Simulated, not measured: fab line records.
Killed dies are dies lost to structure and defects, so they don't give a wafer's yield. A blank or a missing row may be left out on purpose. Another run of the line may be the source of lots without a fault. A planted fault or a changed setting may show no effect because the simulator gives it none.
Matching of chambers || flow n5 finfet || N5_BEOL_M4_STRIP_66 on rie diel-05 has 4 sister chambers
The step strips in CF4. 8 wafers are shown with their chamber, then 12 later ones without.

WAFERS, EACH WITH ITS CHAMBER
{"wafer": "L083.4", "chamber": 1, "drypump motor current A (A)": 6.4, "showerhead plenum p Torr (Torr)": 1.76}
{"wafer": "L082.2", "chamber": 2, "drypump motor current A (A)": 5.3, "showerhead plenum p Torr (Torr)": 1.79}
{"wafer": "L082.5", "chamber": 0, "drypump motor current A (A)": 5.3, "showerhead plenum p Torr (Torr)": 1.82}
{"wafer": "L082.6", "chamber": 1, "drypump motor current A (A)": 6.4, "showerhead plenum p Torr (Torr)": 1.76}
{"wafer": "L087.2", "chamber": 2, "drypump motor current A (A)": 5.4, "showerhead plenum p Torr (Torr)": 1.79}
{"wafer": "L090.2", "chamber": 0, "drypump motor current A (A)": 5.2, "showerhead plenum p Torr (Torr)": 1.81}
{"wafer": "L090.4", "chamber": 3, "drypump motor current A (A)": 5.2, "showerhead plenum p Torr (Torr)": 1.76}
{"wafer": "L090.5", "chamber": 3, "drypump motor current A (A)": 5.3, "showerhead plenum p Torr (Torr)": 1.76}

WAFERS WITHOUT THEIR CHAMBER
{"wafer": "L092.1", "drypump motor current A (A)": 5.4, "showerhead plenum p Torr (Torr)": 1.79}
{"wafer": "L092.4", "drypump motor current A (A)": 5.2, "showerhead plenum p Torr (Torr)": 1.81}
{"wafer": "L092.6", "drypump motor current A (A)": 6.4, "showerhead plenum p Torr (Torr)": 1.76}
{"wafer": "L097.1", "drypump motor current A (A)": 5.2, "showerhead plenum p Torr (Torr)": 1.76}
{"wafer": "L097.2", "drypump motor current A (A)": 6.4, "showerhead plenum p Torr (Torr)": 1.75}
{"wafer": "L097.3", "drypump motor current A (A)": 5.3, "showerhead plenum p Torr (Torr)": 1.81}
{"wafer": "L097.4", "drypump motor current A (A)": 5.4, "showerhead plenum p Torr (Torr)": 1.79}
{"wafer": "L097.5", "drypump motor current A (A)": 6.4, "showerhead plenum p Torr (Torr)": 1.75}
{"wafer": "L097.6", "drypump motor current A (A)": 5.3, "showerhead plenum p Torr (Torr)": 1.81}
{"wafer": "L095.2", "drypump motor current A (A)": 5.3, "showerhead plenum p Torr (Torr)": 1.81}
{"wafer": "L095.3", "drypump motor current A (A)": 6.4, "showerhead plenum p Torr (Torr)": 1.75}
{"wafer": "L095.5", "drypump motor current A (A)": 5.4, "showerhead plenum p Torr (Torr)": 1.78}

EACH ONE'S CHAMBER
{"wafer": "L092.1", "from the rows above": 2, "in truth": 2}
{"wafer": "L092.4", "from the rows above": 0, "in truth": 0}
{"wafer": "L092.6", "from the rows above": 1, "in truth": 1}
{"wafer": "L097.1", "from the rows above": 3, "in truth": 3}
{"wafer": "L097.2", "from the rows above": 1, "in truth": 1}
{"wafer": "L097.3", "from the rows above": 0, "in truth": 0}
{"wafer": "L097.4", "from the rows above": 2, "in truth": 2}
{"wafer": "L097.5", "from the rows above": 1, "in truth": 1}
{"wafer": "L097.6", "from the rows above": 0, "in truth": 0}
{"wafer": "L095.2", "from the rows above": 0, "in truth": 0}
{"wafer": "L095.3", "from the rows above": 1, "in truth": 1}
{"wafer": "L095.5", "from the rows above": 2, "in truth": 2}
12 of 12 placed correctly. Number that these rows cannot place: 0. Number placed wrongly: 0.
How it was worked out, from the rows above alone: a wafer's distance from a chamber is the root of the sum, over the readings, of the square of ((its reading less the chamber's mean) divided by the reading's scatter). If the next closest chamber is less than 2 further off than the closest, the wafer can't be placed; otherwise it belongs to the closest. The mean given for a chamber averages the wafers shown for that chamber. The scatter: the root of (the sum of the squares of (reading less its chamber's mean) over the shown wafers, divided by (wafers less chambers)).
